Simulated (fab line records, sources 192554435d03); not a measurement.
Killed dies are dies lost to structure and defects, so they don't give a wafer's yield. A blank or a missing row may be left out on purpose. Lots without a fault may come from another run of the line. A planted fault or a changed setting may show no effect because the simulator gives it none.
fab line records | flow n5_finfet
record lots=4 wafers=12 last_day=20
route steps=1938 shown BEOL_M0_CUTY@714 BEOL_M0@715 BEOL_M4@1111 PASSIVATION@1936
lots that met no fault: from a run of the same line without faults
start_h: hours from the record's first day to the start of the lot's first wafer shown | wait_h: hours since the lot's step before | " the same as in the row above | L1.1+2: a row that stands for several wafers | - no value, or no start given | * or withheld: withheld | < > ~ a bound
route shown NAME@n: a module of which the file shows steps, and the number in the route of the first | usual: mean/standard deviation of fault-free wafers | same: alike in all rows | chamber/n: place in a boat | sites: the reading at each site | _std_site: their standard deviation | _edge_site: outer sites' mean less inner sites' | radius_mm: how far each site lies from the wafer's centre | mask NAME#n: copy n | behind: the tool/chamber that last shaped the wafer | hold: why the lot was held/for how many hours/how that ended | device: the transistor (n, p or np) that didn't switch | end of line: the same wafers' tests at the end of the route | a step without rows: its recipe alone | killed: dies lost to structure and defects at the first sort, not the wafer's yield | map: a wafer's dies, x killed, . not, _ none there
set.NAME: the setting as run; set.NAME@STEP: as run at that earlier step | model.NAME: the simulator's own value behind a step, which no gauge read
lots at some steps of the route; a table a step, a row a wafer
services: from which hour (start_h, from the record's first day; less than 0 if before it) a tool's chamber was out of use, for how many hours, and why
## steps
# step N5_BEOL_M0_CUTY_STRIP_64
# recipe chemistry=N2/H2 temp_c=40 n2_flow_sccm=200 h2_flow_sccm=200 rf_frequency_hz=6e+07
# step N5_BEOL_M0_ETCH_138
# recipe chemistry=CH3F/O2 target_depth_a=120 target=SiCN time_s=31.6 ion_energy_ev=120 pressure_mtorr=30 source_w=395 bias_w=75 Ar_flow_sccm=150 CH3F_flow_sccm=30 O2_flow_sccm=20 ends=cleared
# step N5_BEOL_M0_HM_OPEN_105
# recipe chemistry=Cl2/BCl3 target_depth_a=120 target=TiN ion_energy_ev=150 pressure_mtorr=10 icp_w=1000 bias_w=126 Cl2_flow_sccm=53.25 bcl3_flow_sccm=21.75 Ar_flow_sccm=25
# step N5_BEOL_M0_STRIP_140
# recipe chemistry=CF4 resist=SiARC power_w=300 bias_power_w=75 pressure_mtorr=50 cf4_flow_sccm=150 rf_frequency_hz=6e+07
# step N5_BEOL_M0_STRIP_104
# recipe chemistry=N2/H2 power_w=450 temp_c=40 pressure_mtorr=20 rf_frequency_hz=6e+07 overash_fraction=0.3 bias_power_w=7 h2_frac=0.5 n2_flow_sccm=200 h2_flow_sccm=200
# step N5_BEOL_M0_WET_ETCH_106
# recipe chemistry=DHF dilution=10:1 temp_c=25 target=SiO2 target_depth_a=1300 dry=ipa_marangoni rinse_time_s=30 rinse_temp_c=23
# step N5_BEOL_M0_ETCH_128
# recipe chemistry=CF4/N2 target_depth_a=120 overetch_a=51 target=SiCN time_s=21.4 ion_energy_ev=150 pressure_mtorr=40 source_w=430 bias_w=70 Ar_flow_sccm=100 cf4_flow_sccm=60 n2_flow_sccm=60
# step N5_BEOL_M0_TRENCH_ETCH_107
# recipe chemistry=C4F6/O2 target_depth_a=328 target=SiOC time_s=16.4 ion_energy_ev=250 pressure_mtorr=30 source_w=355 bias_w=185 Ar_flow_sccm=300 C4F6_flow_sccm=10 O2_flow_sccm=10
# step N5_BEOL_M0_STRIP_142
# recipe chemistry=N2/H2 time_s=10 power_w=450 temp_c=40 pressure_mtorr=20 rf_frequency_hz=6e+07 bias_power_w=7 n2_flow_sccm=200 h2_flow_sccm=200
# step N5_BEOL_M0_HM_STRIP_129
# recipe chemistry=peroxide_tin_strip material=TiN target_depth_a=170 temp_c=50 time_s=108
# step N5_BEOL_M0_SRD_130
# recipe time_s=30 temp_c=23 rinse_liquid=diw dry=ipa_marangoni
# step N5_BEOL_M0_ETCH_109
# recipe chemistry=CH3F/O2 target_depth_a=80 overetch_a=24 target=SiCN time_s=27.4 ion_energy_ev=120 pressure_mtorr=30 source_w=395 bias_w=75 Ar_flow_sccm=150 CH3F_flow_sccm=30 O2_flow_sccm=20
# usual CH3F_flow_sccm=29.98/0.085 O2_flow_sccm=20.00/0.057 drypump_motor_current_A=5.7/0.46 oes_product_au=0.64/0.049 rf_vpp_V=297.7/1 showerhead_plenum_p_Torr=2.02/0.033 throttle_valve_pct=16.38/0.14
# columns lot.wafer tool chamber start_h wait_h CH3F_flow_sccm O2_flow_sccm drypump_motor_current_A oes_product_au rf_hours_counter_h rf_vpp_V showerhead_plenum_p_Torr throttle_valve_pct model.SiOC_of_BEOL_M0_SAQP_ILD_DEP_01.thk_nm
L962.1 rie_diel-04 2 172.56 0.0 29.89 19.98 6.2 0.63 181 298.6 1.99 16.30 42.6
L962.2 " 1 " " 29.81 20.03 5.3 0.60 205 299.4 2.07 16.32 42.4
L962.4 " 0 " " 29.93 19.95 6.0 0.60 221 296.5 1.98 16.26 41.8
L970.1 rie_diel-04 1 222.56 0.0 - - - - - - - - 44.8
L970.3 " 3 " " - - - - - - - - 45.2
L970.6 " 1 " " - - - - - - - - 45.6
L971.2 rie_diel-02 2 228.53 0.0 - - - - - - - - 44.8
L971.5 " 3 " " - - - - - - - - 45
L971.6 " 0 " " - - - - - - - - 45.8
L974.3 rie_diel-02 1 265.37 0.0 30.09 19.97 5.7 0.60 211 298.1 1.99 16.52 42.6
L974.4 " 0 " " 29.99 19.98 6.2 0.70 - 298.1 2.01 16.25 43.4
L974.5 " 1 " " 30.05 20.00 5.7 0.61 - 296.5 1.99 16.52 42.8
# step N5_BEOL_M0_STRIP_139
# recipe chemistry=post_etch_residue_remover time_s=60 temp_c=25 remover_ph=withheld remover_water_wt_pct=withheld remover_fluoride_wt_pct=withheld
# step N5_BEOL_M0_SRD_111
# recipe time_s=30 temp_c=23 rinse_liquid=diw dry=ipa_marangoni
# step N5_BEOL_M0_DEGAS_112
# recipe ambient=vacuum temp_c=250 time_s=60
# step N5_BEOL_M0_PRE_CLEAN_113
# recipe gas=H2/He time_s=30 temp_c=250
# step N5_BEOL_M0_ALD_136
# recipe material=TaN target_thk_a=* temp_c=275 ald_precursor_family=PDMAT ald_co_reactant=NH3 pressure_torr=3 carrier_flow_sccm=1500 pulse_time_s=2 purge_time_s=3 co_reactant_purge_time_s=2 co_reactant_pulse_time_s=3 ald_cycles=30 precursor_vessel_temp_c=75 precursor_vessel_pressure_torr=26.25 precursor_vessel_carrier_sccm=1000
# step N5_BEOL_M0_SURFACE_TREAT_137
# recipe gas=Ar time_s=* ion_energy_ev=* ion_current_ma_cm2=0.5 pressure_mtorr=* ar_flow_sccm=30
# step N5_BEOL_M0_CVD_115
# recipe material=Co target_thk_a=* temp_c=withheld precursor=CCTBA/H2 pressure_torr=30 time_s=120
# step N5_BEOL_M0_SPUTTER_116
# recipe material=Cu target_thk_a=40 temp_c=-20 chamber_pressure_pa=0.07 power_w=withheld time_s=7.37
# step N5_BEOL_M0_ANNEAL_117
# recipe temp_c=400 time_s=60 ambient=vacuum
# step N5_BEOL_M0_SPUTTER_132
# recipe material=Cu target_thk_a=40 temp_c=-20 chamber_pressure_pa=0.07 power_w=withheld time_s=7.37
# step N5_BEOL_M0_ANNEAL_133
# recipe temp_c=400 time_s=60 ambient=vacuum
# step N5_BEOL_M0_SPUTTER_134
# recipe material=Cu target_thk_a=40 temp_c=-20 chamber_pressure_pa=0.07 power_w=withheld time_s=7.37
# step N5_BEOL_M0_ANNEAL_135
# recipe temp_c=400 time_s=60 ambient=vacuum
# step N5_BEOL_M0_SPUTTER_141
# recipe material=Cu target_thk_a=40 temp_c=-20 chamber_pressure_pa=0.07 power_w=withheld time_s=7.37
# step N5_BEOL_M0_ECD_118
# recipe material=Cu target_thk_a=3000
# step N5_BEOL_M0_ANNEAL_119
# recipe temp_c=225 time_s=90 ambient=N2
# step N5_BEOL_M0_CMP_120
# recipe stop_on=SiOC t_overpolish_s=6.9 down_force_psi=1 platen_rpm=50 clearing_platen_down_force_psi=1.5 clearing_platen_rpm=50 post_cmp_clean=cu_alkaline clearing_platen_pad_velocity_m_s=0.99484 pad_velocity_m_s=0.99484
# usual edge_zone_pressure_frac=1.000/0.0051 motor_current_A=6.3/0.67
# columns lot.wafer tool chamber start_h wait_h edge_zone_pressure_frac motor_current_A model.SiOC_of_BEOL_M0_SAQP_ILD_DEP_01.thk_nm
L962.1 cmp-04 2 175.36 0.3 0.999 5.6 39.6
L962.4 " 3 " " 1.003 5.7 38.8
L962.2 " 0 " " 0.992 6.3 39.2
L970.3 cmp-02 2 225.63 0.2 1.008 7.4 42.2
L970.1 " 0 " " 1.006 7.5 41.6
L970.6 " 3 " " 1.001 5.6 42.4
L971.2 cmp-02 2 231.46 0.4 0.990 7.4 41.6
L971.5 " 3 " " 0.999 5.7 42
L971.6 " 0 " " 1.007 7.2 42.6
L974.3 cmp-03 1 268.92 0.3 0.994 6.3 39.6
L974.4 " 2 " " 1.002 6.6 40.4
L974.5 " 1 " " 1.001 6.4 39.6
# step N5_BEOL_M0_PRE_CLEAN_131
# recipe gas=NH3/H2 time_s=15 temp_c=* rf_power_w=300
# step N5_BEOL_M0_CO_CAP_123
# recipe material=Co target_thk_a=20 temp_c=200 precursor=CCTBA/H2 pressure_torr=30 time_s=102.1
# step N5_BEOL_M0_PRE_CLEAN_124
# recipe gas=NH3 time_s=15 temp_c=withheld rf_power_w=300
# step N5_BEOL_M0_DEP_125
# recipe material=SiCN target_thk_a=80 temp_c=withheld precursor=3MS/NH3 pressure_torr=3 rf_w=202 time_s=14
# step N5_BEOL_M0_RS_MEAS_126
# recipe thk_meas_gauge=four-point-probe reads=Co_of_BEOL_M0_CO_CAP_123+Cu_of_BEOL_M0_ECD_118+Co_of_BEOL_M0_CVD_115+TaN_of_BEOL_M0_ALD_136
# usual M0_RS=0.534/0.018
# columns lot.wafer tool chamber start_h wait_h M0_RS[ohm/sq]
L962.1 film_metro-01 - 175.88 0.0 0.531
L962.2 " - " " 0.518
L962.4 " - " " 0.550
L970.1 film_metro-01 - 226.18 0.0 0.637
L970.3 " - " " 0.615
L970.6 " - " " 0.617
L971.2 film_metro-02 - 231.90 0.1 0.614
L971.5 " - " " 0.587
L971.6 " - " " 0.576
L974.3 film_metro-02 - 269.47 0.1 0.532
L974.4 " - " " 0.515
L974.5 " - " " 0.551
# step N5_BEOL_M4_RC_MEAS_101
# usual DIBL_N=36.0/1.3 DIBL_P=36.2/1.7 IOFF_N=0.155/0.024 IOFF_P=0.21/0.034 ION_N=674/9 ION_P=463/7.1 SS_N=71.4/0.5 SS_P=73.4/0.57 VT_N=250.0/2.8 VT_P=-251/3.2
# columns lot.wafer tool chamber start_h wait_h DIBL_N[mV/V] DIBL_P[mV/V] IOFF_N[nA/um] IOFF_P[nA/um] ION_N[uA/um] ION_P[uA/um] SS_N[mV/dec] SS_P[mV/dec] VT_N[mV] VT_P[mV]
L962.1 prober-02 0 275.49 0.0 37.0 38.2 0.178 0.22 685 457 71.6 74.0 247.9 -251
L962.2 " 0 " " 35.5 36.5 0.145 0.19 670 455 71.2 72.9 251.7 -253
L962.4 " 0 " " 34.1 34.6 0.124 0.17 664 458 70.4 73.0 253.6 -254
L974.3 prober-01 0 369.74 0.3 36.5 37.8 0.169 0.22 677 467 72.0 73.8 246.4 -251
L974.4 " 0 " " 36.6 38.2 0.188 0.24 689 471 72.0 73.6 246.5 -249
L974.5 " 0 " " 36.4 37.4 0.172 0.22 679 462 71.7 73.4 246.8 -250
# step N5_PASSIVATION_PROBE_49
# usual defect_limited_yield=90.8/1.7 killed_at_M0_to_M3=37/12 killed_at_M4_up=15/5.6 killed_at_contacts=13/6.9 killed_at_front_end=40/11 killed_at_other=4/3.2 killed_dies=109/20 killed_on_rim=14/4.3 killed_open=73/15 killed_short=35/8.3 sort_bin_5_function=5.4/1.1 sort_bin_6_memory=3.5/0.73 sort_n_pass=1071/20 sort_yield_pct=90.8/1.7
# same gross_dies=1180 killed_at_back_side=0 sort_bin_4_leakage[%]=0 sort_bin_8_speed[%]=0
# columns lot.wafer tool chamber start_h wait_h defect_limited_yield[%] killed_at_M0_to_M3 killed_at_M4_up killed_at_contacts killed_at_front_end killed_at_other killed_dies killed_on_rim killed_open killed_short sort_bin_5_function[%] sort_bin_6_memory[%] sort_n_pass sort_yield_pct[%]
L962.1 prober-01 - 387.53 0.0 92.0 47 6 10 30 1 94 15 60 34 4.6 3.1 1086 92.0
L962.2 prober-01 - 387.58 0.1 92.2 35 12 19 21 5 92 11 59 32 4.4 3.1 1088 92.2
L970.1 prober-01 - 425.88 0.0 0 1108 16 21 35 0 1180 152 64 45 96.0 3.3 0 0
L970.3 prober-01 - 425.98 0.1 0 1127 6 11 35 1 1180 152 56 30 96.9 2.6 0 0
L970.6 prober-01 - 426.13 0.3 0 1103 10 26 28 13 1180 152 77 40 95.8 3.8 0 0
L971.2 prober-01 - 431.24 0.1 0 1125 14 15 25 1 1180 152 57 22 97.5 2.1 0 0
L971.5 prober-01 - 431.39 0.2 0 1106 21 11 41 1 1180 152 73 31 96.2 3.7 0 0
L971.6 prober-01 - 431.44 0.3 0 1106 20 13 40 1 1180 152 81 25 96.4 3.2 0 0
# killed by level:class
L962.1 BEOL_M0_SAQP:geometric_particle:short=11 BEOL_M0_SAQP:geometric_particle:open=8 BEOL_M3:geometric_particle:open=8 STI_FIN_REVEAL:geometric_particle:open=7 MOL_CONTACT_COAG:geometric_particle:open=7 BEOL_M2:geometric_particle:open=7 BEOL_M3:geometric_particle:short=6 GATE_CUT:geometric_particle:short=5
L962.2 MOL_CONTACT_COAG:geometric_particle:open=15 BEOL_M0_SAQP:geometric_particle:open=9 BEOL_M0_SAQP:geometric_particle:short=8 BEOL_M2:geometric_particle:open=6 BEOL_M3:geometric_particle:open=6 BEOL_M4:geometric_particle:open=6 FIN_SAQP:geometric_particle:short=5 FIN_SAQP:geometric_particle:open=4
L970.1 BEOL_M0:area_etch=1070 MOL_CONTACT_COAG:geometric_particle:open=16 BEOL_M1:geometric_particle:open=8 BEOL_M2:geometric_particle:short=8 BEOL_M0_SAQP:geometric_particle:short=7 STARTING-WAFER:geometric_particle:short=7 STI_FIN_REVEAL:geometric_particle:open=6 BEOL_M3:geometric_particle:open=6
L970.3 BEOL_M0:area_etch=1094 MOL_CONTACT_COAG:geometric_particle:open=10 FIN_SAQP:geometric_particle:short=9 BEOL_M0_SAQP:geometric_particle:open=9 FIN_SAQP:geometric_particle:open=7 BEOL_M2:geometric_particle:short=6 BEOL_M3:geometric_particle:open=6 BEOL_M2:geometric_particle:open=5
L970.6 BEOL_M0:area_etch=1061 MOL_CONTACT_COAG:geometric_particle:open=18 BEOL_M2:geometric_particle:open=17 FIN_SAQP:geometric_particle:short=9 MOL_CONTACT_COAG:geometric_particle:short=8 FIN_SAQP:geometric_particle:open=6 BEOL_M2:geometric_particle:short=6 BEOL_M0_SAQP:geometric_particle:short=5
L971.2 BEOL_M0:area_etch=1099 MOL_CONTACT_COAG:geometric_particle:open=14 BEOL_M0:geometric_particle:open=7 BEOL_M4:geometric_particle:open=7 STI_FIN_REVEAL:geometric_particle:open=6 GATE_CUT:geometric_particle:short=6 BEOL_M0_SAQP:geometric_particle:open=6 FIN_SAQP:geometric_particle:short=5
L971.5 BEOL_M0:area_etch=1076 FIN_SAQP:geometric_particle:open=9 MOL_CONTACT_COAG:geometric_particle:open=9 STI_FIN_REVEAL:geometric_particle:open=7 BEOL_M2:geometric_particle:open=7 FIN_SAQP:geometric_particle:short=6 BEOL_M4:geometric_particle:open=6 GATE_CUT:geometric_particle:open=5
L971.6 BEOL_M0:area_etch=1071 FIN_SAQP:geometric_particle:open=14 MOL_CONTACT_COAG:geometric_particle:open=13 BEOL_M4:geometric_particle:open=9 BEOL_M2:geometric_particle:open=9 BEOL_M1:geometric_particle:open=8 FIN_SAQP:geometric_particle:short=7 BEOL_M0:geometric_particle:open=6
# map L970.1 (x killed, . not)
_________________xxxxxxxxxxxx________________
______________xxxxxxxxxxxxxxxxxx_____________
___________xxxxxxxxxxxxxxxxxxxxxxxx__________
__________xxxxxxxxxxxxxxxxxxxxxxxxxx_________
________xxxxxxxxxxxxxxxxxxxxxxxxxxxxxx_______
_______xxxxxxxxxxxxxxxxxxxxxxxxxxxxxxxx______
______xxxxxxxxxxxxxxxxxxxxxxxxxxxxxxxxxx_____
_____xxxxxxxxxxxxxxxxxxxxxxxxxxxxxxxxxxxx____
____xxxxxxxxxxxxxxxxxxxxxxxxxxxxxxxxxxxxxx___
___xxxxxxxxxxxxxxxxxxxxxxxxxxxxxxxxxxxxxxxx__
___xxxxxxxxxxxxxxxxxxxxxxxxxxxxxxxxxxxxxxxx__
__xxxxxxxxxxxxxxxxxxxxxxxxxxxxxxxxxxxxxxxxxx_
__xxxxxxxxxxxxxxxxxxxxxxxxxxxxxxxxxxxxxxxxxx_
_xxxxxxxxxxxxxxxxxxxxxxxxxxxxxxxxxxxxxxxxxxxx
_xxxxxxxxxxxxxxxxxxxxxxxxxxxxxxxxxxxxxxxxxxxx
_xxxxxxxxxxxxxxxxxxxxxxxxxxxxxxxxxxxxxxxxxxxx
_xxxxxxxxxxxxxxxxxxxxxxxxxxxxxxxxxxxxxxxxxxxx
_xxxxxxxxxxxxxxxxxxxxxxxxxxxxxxxxxxxxxxxxxxxx
_xxxxxxxxxxxxxxxxxxxxxxxxxxxxxxxxxxxxxxxxxxxx
_xxxxxxxxxxxxxxxxxxxxxxxxxxxxxxxxxxxxxxxxxxxx
_xxxxxxxxxxxxxxxxxxxxxxxxxxxxxxxxxxxxxxxxxxxx
__xxxxxxxxxxxxxxxxxxxxxxxxxxxxxxxxxxxxxxxxxx_
__xxxxxxxxxxxxxxxxxxxxxxxxxxxxxxxxxxxxxxxxxx_
___xxxxxxxxxxxxxxxxxxxxxxxxxxxxxxxxxxxxxxxx__
___xxxxxxxxxxxxxxxxxxxxxxxxxxxxxxxxxxxxxxxx__
____xxxxxxxxxxxxxxxxxxxxxxxxxxxxxxxxxxxxxx___
_____xxxxxxxxxxxxxxxxxxxxxxxxxxxxxxxxxxxx____
______xxxxxxxxxxxxxxxxxxxxxxxxxxxxxxxxxx_____
_______xxxxxxxxxxxxxxxxxxxxxxxxxxxxxxxx______
________xxxxxxxxxxxxxxxxxxxxxxxxxxxxxx_______
__________xxxxxxxxxxxxxxxxxxxxxxxxxx_________
___________xxxxxxxxxxxxxxxxxxxxxxxx__________
______________xxxxxxxxxxxxxxxxxx_____________
_________________xxxxxxxxxxxx________________
# map L971.2 (x killed, . not)
_________________xxxxxxxxxxxx________________
______________xxxxxxxxxxxxxxxxxx_____________
___________xxxxxxxxxxxxxxxxxxxxxxxx__________
__________xxxxxxxxxxxxxxxxxxxxxxxxxx_________
________xxxxxxxxxxxxxxxxxxxxxxxxxxxxxx_______
_______xxxxxxxxxxxxxxxxxxxxxxxxxxxxxxxx______
______xxxxxxxxxxxxxxxxxxxxxxxxxxxxxxxxxx_____
_____xxxxxxxxxxxxxxxxxxxxxxxxxxxxxxxxxxxx____
____xxxxxxxxxxxxxxxxxxxxxxxxxxxxxxxxxxxxxx___
___xxxxxxxxxxxxxxxxxxxxxxxxxxxxxxxxxxxxxxxx__
___xxxxxxxxxxxxxxxxxxxxxxxxxxxxxxxxxxxxxxxx__
__xxxxxxxxxxxxxxxxxxxxxxxxxxxxxxxxxxxxxxxxxx_
__xxxxxxxxxxxxxxxxxxxxxxxxxxxxxxxxxxxxxxxxxx_
_xxxxxxxxxxxxxxxxxxxxxxxxxxxxxxxxxxxxxxxxxxxx
_xxxxxxxxxxxxxxxxxxxxxxxxxxxxxxxxxxxxxxxxxxxx
_xxxxxxxxxxxxxxxxxxxxxxxxxxxxxxxxxxxxxxxxxxxx
_xxxxxxxxxxxxxxxxxxxxxxxxxxxxxxxxxxxxxxxxxxxx
_xxxxxxxxxxxxxxxxxxxxxxxxxxxxxxxxxxxxxxxxxxxx
_xxxxxxxxxxxxxxxxxxxxxxxxxxxxxxxxxxxxxxxxxxxx
_xxxxxxxxxxxxxxxxxxxxxxxxxxxxxxxxxxxxxxxxxxxx
_xxxxxxxxxxxxxxxxxxxxxxxxxxxxxxxxxxxxxxxxxxxx
__xxxxxxxxxxxxxxxxxxxxxxxxxxxxxxxxxxxxxxxxxx_
__xxxxxxxxxxxxxxxxxxxxxxxxxxxxxxxxxxxxxxxxxx_
___xxxxxxxxxxxxxxxxxxxxxxxxxxxxxxxxxxxxxxxx__
___xxxxxxxxxxxxxxxxxxxxxxxxxxxxxxxxxxxxxxxx__
____xxxxxxxxxxxxxxxxxxxxxxxxxxxxxxxxxxxxxx___
_____xxxxxxxxxxxxxxxxxxxxxxxxxxxxxxxxxxxx____
______xxxxxxxxxxxxxxxxxxxxxxxxxxxxxxxxxx_____
_______xxxxxxxxxxxxxxxxxxxxxxxxxxxxxxxx______
________xxxxxxxxxxxxxxxxxxxxxxxxxxxxxx_______
__________xxxxxxxxxxxxxxxxxxxxxxxxxx_________
___________xxxxxxxxxxxxxxxxxxxxxxxx__________
______________xxxxxxxxxxxxxxxxxx_____________
_________________xxxxxxxxxxxx________________
## services
# columns tool chamber start_h hours kind
cmp-02 - 151.32 1.7 repair
cmp-02 - 182.48 4.0 pm
cmp-02 - 186.48 - consumable_replace:conditioner
cmp-02 - 186.48 - consumable_replace:pad
rie_diel-02 - 187.57 0.5 repair
cmp-03 - 189.93 0.7 repair
cmp-04 - 196.76 2.9 repair
cmp-02 - 198.37 3.8 pm
rie_diel-02 1 217.15 5.2 repair
cmp-03 - 230.10 4.0 pm
rie_diel-04 3 230.56 7.6 repair
rie_diel-02 3 237.75 - clean
rie_diel-02 3 237.75 - consumable_replace:esc
rie_diel-02 3 237.75 - consumable_replace:focus_ring
rie_diel-02 3 237.75 29.9 scheduled_down
rie_diel-02 3 237.75 29.9 vent_cycle
rie_diel-04 0 244.50 - clean
rie_diel-04 0 244.50 - consumable_replace:focus_ring
rie_diel-04 0 244.50 19.1 scheduled_down
rie_diel-04 0 244.50 19.1 vent_cycle
cmp-03 - 246.85 3.4 repair
cmp-04 - 247.41 4.0 pm
cmp-03 - 262.37 2.5 repair
rie_diel-04 2 263.68 2.8 repair
## key
first_sign step=N5_BEOL_M0_ETCH_109 reading=tool_record direction=missing
effect step=N5_BEOL_M0_RS_MEAS_126 reading=M0_RS direction=up sigmas=4.1 usual=0.534 struck=0.608
effect step=N5_PASSIVATION_PROBE_49 reading=killed_at_M0_to_M3 direction=up sigmas=89 usual=37 struck=1112
model_effect step=N5_BEOL_M0_ETCH_109 value=SiOC_of_BEOL_M0_SAQP_ILD_DEP_01.thk_nm without=42.27 struck=45.2
model_effect step=N5_BEOL_M0_CMP_120 value=SiOC_of_BEOL_M0_SAQP_ILD_DEP_01.thk_nm without=39.2 struck=42.07
more_kills_born_at N5_BEOL_M0_ETCH_109@rie_diel-02=3246 N5_BEOL_M0_ETCH_109@rie_diel-04=3225
met_at N5_BEOL_M0_ETCH_109
struck_wafers L970.1,L970.3,L970.6,L971.2,L971.5,L971.6
later_rows_left_out L970.1,L970.3,L970.6,L971.2,L971.5,L971.6
onset_between 172.56 222.56
fault kind=skipped_step_whole tool=rie_diel-02,rie_diel-04 chamber=- onset_h=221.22 steps=N5_BEOL_M0_ETCH_109 scope=struck_lots_only
# later_rows_left_out: the simulator's readings of these wafers behind a module that went badly wrong aren't trusted and aren't shown, but for the sort
